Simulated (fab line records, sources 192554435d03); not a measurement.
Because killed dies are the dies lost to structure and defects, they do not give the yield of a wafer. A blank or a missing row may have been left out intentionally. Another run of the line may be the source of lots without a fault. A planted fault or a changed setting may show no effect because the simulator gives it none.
Split-lot trial ; flow n5 finfet ; 7 lots, 21 wafers read, on a route of 1938 steps

== ON THE SPLIT ==
At N5_SD_EPI_N_COAT_32 (time 60 s, resist thk 350 nm), the setting spin rpm was moved away from the recipe's 1500 rpm on 6 of the 21 wafers read, by -9.7% to +9.9%. The other wafers ran this setting at the recipe's value.

The split's own step is where the reading is taken.

== THE READING ==
SOC_of_SD_EPI_N_COAT_32.thk nm (the simulator's own value, which no gauge read), in nm, at N5_SD_EPI_N_COAT_32 (time 60 s, resist thk 350 nm). There is no usual value for it anywhere in the file. Across the 15 wafers here that went through the recipe, the average is 350.2 nm and the standard deviation 0.78 nm.

wafer;tool, chamber at the split;spin rpm as run, rpm;against the recipe;SOC_of_SD_EPI_N_COAT_32.thk nm, nm;against lot-mates on the recipe
L074.4;litho track-03, 0;1355;-9.7%;369.4;+18.3
L074.5;litho track-03, 0;1500;recipe;351.6;-
L074.6;litho track-03, 0;1500;recipe;350.6;-
L078.3;litho track-01, 0;1500;recipe;350;-
L078.6;litho track-01, 0;1500;recipe;350;-
L078.4;litho track-01, 0;1500;recipe;350.4;-
L083.3;litho track-01, 0;1500;recipe;350.2;-
L083.4;litho track-01, 0;1500;recipe;349.4;-
L083.5;litho track-01, 0;1451;-3.3%;356.8;+7.0
L085.2;litho track-01, 0;1500;recipe;350.4;-
L085.3;litho track-01, 0;1561;+4.1%;344;-6.5
L085.6;litho track-01, 0;1500;recipe;350.6;-
L088.1;litho track-04, 0;1649;+9.9%;335.2;-15.8
L088.2;litho track-04, 0;1500;recipe;350.8;-
L088.5;litho track-04, 0;1500;recipe;351.2;-
L091.1;litho track-01, 0;1423;-5.1%;358.8;+10.0
L091.3;litho track-01, 0;1500;recipe;349.2;-
L091.4;litho track-01, 0;1500;recipe;348.4;-
L092.4;litho track-03, 0;1399;-6.7%;362.2;+12.1
L092.5;litho track-03, 0;1500;recipe;349.6;-
L092.6;litho track-03, 0;1500;recipe;350.6;-

THE FIT
A straight line over all 21 wafers: SOC_of_SD_EPI_N_COAT_32.thk nm changes by -1.73 nm for each +1% of spin rpm; r = -0.99; the points scatter about the line by 1 nm.
The same after taking each lot's own level away (the mean of its wafers on the recipe; 21 wafers): -1.76 nm for each +1%; r = -1.00; scatter 0.63 nm.
That fit puts the effect of the largest move of spin rpm on the reading at 18 nm.
Across the lots, their own levels run from 348.80 to 351.10 nm, a range of 2.9 times the standard deviation given above.
Consequently the slope shifts little with the lot-to-lot level, the two slopes agreeing.
Check: for one of the wafers moved furthest among these (+9.9%), held out of the fit, the line's prediction against its lot-mates is -18.3 nm. It came out at -15.8 nm against them.

== THE OTHER SPLITS THESE WAFERS WENT THROUGH ==
These wafers also went through other splits before the reading. Each is held against what the fit with the lots' levels taken away leaves over:
other split on the same wafers;wafers away from the commonest value;r with SOC_of_SD_EPI_N_COAT_32.thk nm (lot level and that fit taken away)
N5_PMOS_HMC_CHANNEL_EPI_EXPOSE_06 dose mj;8;-0.32
N5_PMOS_HMC_CHANNEL_EPI_PEB_07 peb time s;7;+0.05
N5_FIN_SAQP_PEB_14 peb time s;9;-0.21
N5_FIN_SAQP_DEVELOP_15 develop time s;8;-0.08
N5_FIN_CUT_CUT_ETCH_26 time s;2;+0.13

== THE FILE'S OWN FIT ==
SOC_of_SD_EPI_N_COAT_32.thk nm changes by -1.77 nm for each +1% of spin rpm, r = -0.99.
